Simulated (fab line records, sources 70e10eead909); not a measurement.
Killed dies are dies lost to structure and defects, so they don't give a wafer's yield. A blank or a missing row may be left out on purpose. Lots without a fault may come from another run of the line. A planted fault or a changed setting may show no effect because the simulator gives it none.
A struck lot beside a sound one | flow nand_harc | 13 steps out of a route of 1159
Sound: wafers L329.1, L329.3, L329.5. Struck: wafers L337.2, L337.4, L337.5. The cause comes at the end.
At each step with rows: each side's tool, then ch and its chambers, then its first start. Under that, the readings that differ: sound wafers | struck wafers | difference of the means | sigmas: that difference in standard deviations of wafers without a fault.
alike: readings whose means differ by less than 2 such deviations, and words and numbers that are the same on both sides. not compared: withheld readings, readings that some wafer has no value for, bounds like >300 that may hide the same value, and numbers for which the record gives no deviation and whose values overlap.
The two part at a step that has a row with sigmas, a row that says differs or no value, or rows on one side only. Numbers that don't overlap but have no deviation are shown without sigmas and don't part them. A reading that every wafer of one side lacks parts them only if that side has two wafers or more.

first, 3 steps without rows for these wafers: NHARC_A_STAIRCASE_STRIP_317 (strips in SPM, time 900 s); NHARC_A_STAIRCASE_PRECLEAN_318 (cleans in SC1); NHARC_A_STAIRCASE_SRD_329.
NHARC_A_STAIRCASE_ALD_415: deposits SiO2, target thk 30 nm, pulse time 6 s, ald cycles 300.
  sound on ald_hk-02 ch 1,2,3, day 12 15:29; struck on ald_hk-01 ch 1,2, day 14 23:43
  alike: heater_power_w, precursor_pulse_height_rel
NHARC_A_STAIRCASE_ETCHBACK_416: etches the open film in C4F8/O2/Ar, target depth 36 nm, time 7.2 s.
  sound on rie_diel-12 ch 1,2,3; struck on rie_diel-13 ch 0,2
  alike: oes_product_au, rf_vpp_V
  not compared: rf_hours_counter_h
NHARC_A_STAIRCASE_STRIP_476: strips in O2, time 20 s.
  sound on rie_diel-12 ch 0,3, day 12 17:25; struck on rie_diel-13 ch 2,3, day 15 01:54
  alike: drypump_motor_current_A, oes_product_au, rf_vpp_V, showerhead_plenum_p_Torr, throttle_valve_pct
  not compared: rf_hours_counter_h
NHARC_A_STAIRCASE_DEP_417: deposits Si3N4, target thk 60 nm.
  sound on pecvd-04 ch 0,1, day 12 17:31; struck on pecvd-03 ch 0,1,2, day 15 01:59
  alike: heater_power_w
then, 4 steps without rows for these wafers: NHARC_A_STAIRCASE_WET_418 (chemistry H3PO4, target depth 20 nm); NHARC_A_STAIRCASE_PRECLEAN_419 (cleans in SC1); NHARC_A_STAIRCASE_SRD_421; NHARC_A_STAIRCASE_ALD_420 (deposits SiO2, target thk 20 nm, pulse time 6 s, ald cycles 200).
NHARC_A_STAIRCASE_CVD_552: deposits SiNx, target thk 40 nm.
  sound on lpcvd-02 ch 1, day 13 03:57; struck on lpcvd-02 ch 1, day 15 15:49
  alike: spike_tc_centre_C
NHARC_A_STAIRCASE_DEP_151: deposits SiO2, target thk 3800 nm.
  sound on pecvd-04 ch 1,2, day 13 07:50; struck on pecvd-03 ch 0,2, day 15 20:01
  alike: heater_power_w

WHERE THEY PART
Nowhere in this record.

WHY: what the simulator had put in
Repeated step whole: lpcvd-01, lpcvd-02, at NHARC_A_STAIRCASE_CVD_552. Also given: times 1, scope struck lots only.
